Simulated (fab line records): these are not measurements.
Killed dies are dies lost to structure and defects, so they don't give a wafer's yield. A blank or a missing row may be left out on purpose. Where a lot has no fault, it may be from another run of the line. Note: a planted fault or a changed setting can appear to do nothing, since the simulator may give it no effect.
Chamber matching ; flow n5-finfet ; ald-sin-01 running N5_SPACER0_ALD_07: 4 sister chambers
The step deposits SiNx, target thk 2 nm. 4 wafers are shown with their chamber, then 7 later ones without.

## EACH WAFER AND ITS CHAMBER
wafer;chamber;heater-power-w (W)
L081.2;2;841
L085.5;0;876
L087.2;3;946
L087.3;1;752

## WAFERS MISSING THEIR CHAMBER
wafer;heater-power-w (W)
L087.4;854
L089.2;889
L089.3;836
L089.6;930
L095.2;750
L095.3;926
L095.5;749

## EACH ONE'S CHAMBER
wafer;from the rows above;in truth
L087.4;can't be placed: 2 or 0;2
L089.2;0;0
L089.3;2;2
L089.6;3;3
L095.2;1;1
L095.3;3;3
L095.5;1;1
Correctly placed: 6 of 7. These rows do not allow placing 1 (true chamber among the candidates in 1). Number placed wrongly: 0.
How it was worked out, from the rows above alone: a wafer's distance from a chamber is the root of the sum, over the readings, of the square of ((its reading less the chamber's mean) divided by the reading's scatter). If the next closest chamber is less than 2 further off than the closest, the wafer can't be placed; otherwise it belongs to the closest. Each chamber's mean is taken over the wafers shown for it. The scatter (one wafer shown for each chamber): square how far every hidden wafer sits from the nearest shown wafer, average those squares and take the square root.
